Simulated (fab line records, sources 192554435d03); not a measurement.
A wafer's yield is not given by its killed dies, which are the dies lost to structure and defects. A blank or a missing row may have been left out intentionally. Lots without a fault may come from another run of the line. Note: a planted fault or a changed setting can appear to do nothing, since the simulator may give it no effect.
Matching of chambers ; flow n5_finfet ; 3 sister chambers for N5_BEOL_M9_STRIP_19 on rie_diel-06
The step strips in O2. 6 wafers are shown with their chamber, then 6 later ones without.

## WAFERS WITH THEIR CHAMBER
wafer;chamber;showerhead_plenum_p_Torr (Torr);drypump_motor_current_A (A)
L078.2;0;2.10;6.2
L080.1;2;2.15;6.2
L088.4;0;2.09;6.1
L088.6;3;2.09;6.2
L092.1;3;2.09;6.2
L092.2;2;2.15;6.2

## WAFERS WHOSE CHAMBER IS MISSING
wafer;showerhead_plenum_p_Torr (Torr);drypump_motor_current_A (A)
L094.2;2.14;6.1
L094.4;2.09;6.2
L094.5;2.08;6.1
L097.3;2.09;6.2
L097.4;2.08;6.1
L097.5;2.14;6.1

## WHICH CHAMBER EACH WENT THROUGH
wafer;from the rows above;in truth
L094.2;2;2
L094.4;can't be placed: 3 or 0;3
L094.5;can't be placed: 3 or 0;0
L097.3;can't be placed: 3 or 0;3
L097.4;can't be placed: 3 or 0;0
L097.5;2;2
2 of 6 placed correctly. Not placeable from these rows: 4 (in 4, the candidates include the true chamber). Placed wrongly: 0.
How it was worked out, from the rows above alone: a wafer's distance from a chamber is the root of the sum, over the readings, of the square of ((its reading less the chamber's mean) divided by the reading's scatter). The wafer belongs to the nearest chamber; if the next one is less than 2 further off, it can't be placed. The mean given for a chamber averages the wafers shown for that chamber. The scatter: take each reading less its chamber's mean, square it, sum over the shown wafers, divide by the number of wafers less the number of chambers, and take the root.
